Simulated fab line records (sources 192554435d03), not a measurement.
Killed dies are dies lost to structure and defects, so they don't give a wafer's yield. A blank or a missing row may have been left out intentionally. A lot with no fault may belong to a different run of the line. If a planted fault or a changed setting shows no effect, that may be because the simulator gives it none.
A struck lot beside a sound one -- flow n5 finfet -- 39 steps out of a route of 1938
Sound: these wafers, L226.1, L226.4, L226.5. Struck: wafer L218.1; the same lot's L218.5 was not struck, so it is left out; see the end for the cause.
At each step with rows: each side's tool, then ch and its chambers, then its first start. Under that, the readings that differ: sound wafers -- struck wafers -- difference of the means -- sigmas: that difference in standard deviations of wafers without a fault.
alike: readings whose means differ by less than 2 such deviations, and words and numbers that are the same on both sides. not compared: withheld readings, readings that some wafer has no value for, bounds like >300 that may hide the same value, and numbers for which the record gives no deviation and whose values overlap.
The two part at a step that has a row with sigmas, a row that says differs or no value, or rows on one side only. When numbers do not overlap yet have no deviation, they are printed without sigmas and do not part them. Lack of a reading on every wafer of one side parts them only where that side has two or more wafers.

first, 9 steps without rows for these wafers: N5_BEOL_M13_SOFTBAKE_23 (time 60 s); N5_BEOL_M13_EXPOSE_25 (exposes mask M13, target cd 210 nm); N5_BEOL_M13_PEB_26 (peb time 90 s); N5_BEOL_M13_DEVELOP_27 (develop time 45 s); N5_BEOL_M13_HARDBAKE_32 (time 120 s); N5_BEOL_M13_DESCUM_33 (chemistry O2, time 7.9 s); N5_BEOL_M13_ETCH_67 (etches SiARC in CF4, target depth 143 nm, time 238.3 s); N5_BEOL_M13_ETCH_68 (etches SOC in N2/H2, time 355 s); N5_BEOL_M13_STRIP_69 (strips in N2/H2).
N5_BEOL_M13_TRENCH_ETCH_34: etches SiOC in C4F8/O2/Ar, target depth 413.47 nm, time 162.6 s.
  sound on rie diel-03 ch 0,2, day 19 07:19; struck on rie diel-02 ch 2, day 16 17:35
reading,sound,struck,difference,sigmas
drypump motor current A (A),4.8 5.3 4.8,6.0,+1.0,+2
model.etch.depth nm (nm),406.2 413.9 407.5,570.8,+161.6,
  alike: mfc ar sccm, oes product au, rf vpp V, showerhead plenum p Torr, throttle valve pct
  not compared: rf hours counter h
then, 1 step without rows for these wafers: N5_BEOL_M13_STRIP_70 (strips in C4F8/O2/Ar).
N5_BEOL_M13_OCD_MEAS_35:
  sound on ocd-02, day 19 07:29; struck on ocd-02, day 16 17:46
reading,sound,struck,difference,sigmas
trench depth nm (nm),406 414 408,571,+162,+35
then, 11 steps without rows for these wafers: N5_BEOL_M13_STRIP_37 (strips in N2/H2); N5_BEOL_M13_ETCH_38 (etches SiCN in CF4/N2, target depth 67.5 nm, time 71.9 s); N5_BEOL_M13_PRECLEAN_39 (cleans in residue remover, time 60 s); N5_BEOL_M13_SRD_40 (time 30 s, dry time 30 s); N5_BEOL_M13_DEGAS_41 (time 60 s); N5_BEOL_M13_PRE_CLEAN_42 (time 30 s); N5_BEOL_M13_SPUTTER_43 (material TaN, target thk 15 nm, time 24.19 s); N5_BEOL_M13_SPUTTER_44 (material Ta, target thk 10 nm, time 16.13 s); N5_BEOL_M13_SPUTTER_45 (material Cu, target thk 80 nm, time 13.33 s); N5_BEOL_M13_ECD_47 (material Cu, target thk 936 nm); N5_BEOL_M13_ANNEAL_48 (time 90 s).
N5_BEOL_M13_CMP_49: polishes, stops on SiOC, t overpolish 17.1 s, target thk 420 nm.
  sound on cmp-04 ch 0,2, day 19 11:01; struck on cmp-04 ch 1, day 16 20:18
reading,sound,struck,difference,sigmas
model.Cu_of_BEOL_M13_ECD_47.thk nm (nm),413 419.6 412.8,577.6,+162.5,
  alike: barrier field endpoint s, motor current A, overpolish run s
N5_BEOL_M13_THK_MEAS_50: measures by xrf.
  sound on film metro-01, day 19 11:19; struck on film metro-01, day 16 20:29
reading,sound,struck,difference,sigmas
M13_THK (nm),408 416 409,576,+165,+28
then, 2 steps without rows for these wafers: N5_BEOL_M13_PRE_CLEAN_52 (time 15 s); N5_BEOL_M13_DEP_53 (deposits SiCN from 3MS/NH3, target thk 50 nm, time 17.8 s).
N5_BEOL_M13_RS_MEAS_54: the measuring method here is four-point-probe.
  sound on film metro-02, day 19 11:27; struck on film metro-01, day 16 20:37
reading,sound,struck,difference,sigmas
M13_RS (ohm/sq),0.0456 0.0449 0.0456,0.0323,-0.0131,-24
then, 9 steps without rows for these wafers: N5_BEOL_M14_ILD_DEP_00 (deposits SiO2 from TEOS/O2, target thk 1119.3 nm, time 237.4 s); N5_BEOL_M14_COAT_58 (time 60 s, resist thk 89 nm); N5_BEOL_M14_COAT_04 (resist thk 800 nm); N5_BEOL_M14_EBR_06; N5_BEOL_M14_SOFTBAKE_05 (time 60 s); N5_BEOL_M14_EXPOSE_07 (exposes mask V13); N5_BEOL_M14_PEB_08 (peb time 90 s); N5_BEOL_M14_DEVELOP_09 (develop time 45 s); N5_BEOL_M14_HARDBAKE_14 (time 120 s).
N5_BEOL_M15_RC_MEAS_101:
  sound on prober-01 ch 0, day 20 01:18; struck on prober-01 ch 0, day 17 10:17
reading,sound,struck,difference,sigmas
COMB_M11 (S/m),1.44e-11 1.29e-11 1.55e-11,2.04e-11,+6.13e-12,+2
SERP_M12 (ohm/um),0.620 0.644 0.623,0.686,+0.057,+4
SERP_M13 (ohm/um),0.313 0.310 0.313,0.221,-0.091,-17
SERP_M13_max_site (ohm/um),0.319 0.314 0.318,0.224,-0.093,-17
  alike: COMB_M10, COMB_M12, COMB_M14, COMB_M15, COMB_M5, COMB_M6, COMB_M7, COMB_M8, COMB_M9, SERP_M10, SERP_M11, SERP_M14, SERP_M5, SERP_M6, SERP_M7, SERP_M8, SERP_M9, SERP_M9_max_site
N5_PASSIVATION_PROBE_49:
  rows exist in the record for the struck wafers here (prober-01, day 18 00:59), but not for the sound ones

## WHERE THEY PART
At N5_BEOL_M13_TRENCH_ETCH_34 first; at N5_PASSIVATION_PROBE_49 last (within this record only).

WHY: what the simulator had put in
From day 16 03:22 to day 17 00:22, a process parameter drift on rie diel-02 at N5_BEOL_M13_TRENCH_ETCH_34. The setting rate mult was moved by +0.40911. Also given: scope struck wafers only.
